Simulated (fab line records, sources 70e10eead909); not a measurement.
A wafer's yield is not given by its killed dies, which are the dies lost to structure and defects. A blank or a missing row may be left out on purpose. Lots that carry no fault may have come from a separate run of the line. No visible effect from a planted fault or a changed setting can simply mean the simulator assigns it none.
Chamber matching -- flow nandHarc -- rieDiel-04 running NHARC_P_GATE_DESCUM_61: 4 sister chambers
The step chemistry O2, time 3 s. 4 wafers are shown with their chamber, then 11 later ones without.

== EACH WAFER AND ITS CHAMBER ==
wafer,chamber,showerheadPlenumPTorr (Torr)
L087.1,3,2.02
L087.4,0,1.90
L087.6,2,1.98
L089.1,1,1.91

== WAFERS MISSING THEIR CHAMBER ==
wafer,showerheadPlenumPTorr (Torr)
L089.4,1.98
L089.6,1.91
L090.1,1.98
L090.3,2.02
L090.6,1.98
L095.1,1.91
L095.3,1.90
L095.6,2.02
L096.1,1.97
L096.2,1.90
L096.6,2.02

== THE CHAMBER EACH PASSED THROUGH ==
wafer,from the rows above,in truth
L089.4,2,2
L089.6,1,1
L090.1,2,2
L090.3,3,3
L090.6,2,2
L095.1,1,1
L095.3,0,0
L095.6,3,3
L096.1,2,2
L096.2,0,0
L096.6,3,3
Placed correctly: 11 of 11. Left unplaced by these rows: 0. Wrongly placed: 0.
How it was worked out, from the rows above alone: a wafer's distance from a chamber is the root of the sum, over the readings, of the square of ((its reading less the chamber's mean) divided by the reading's scatter). If the next closest chamber is less than 2 further off than the closest, the wafer can't be placed; otherwise it belongs to the closest. Each chamber's mean is taken over the wafers shown for it. The scatter: root of mean squared gap, hidden wafer to nearest shown wafer, with one shown wafer a chamber.
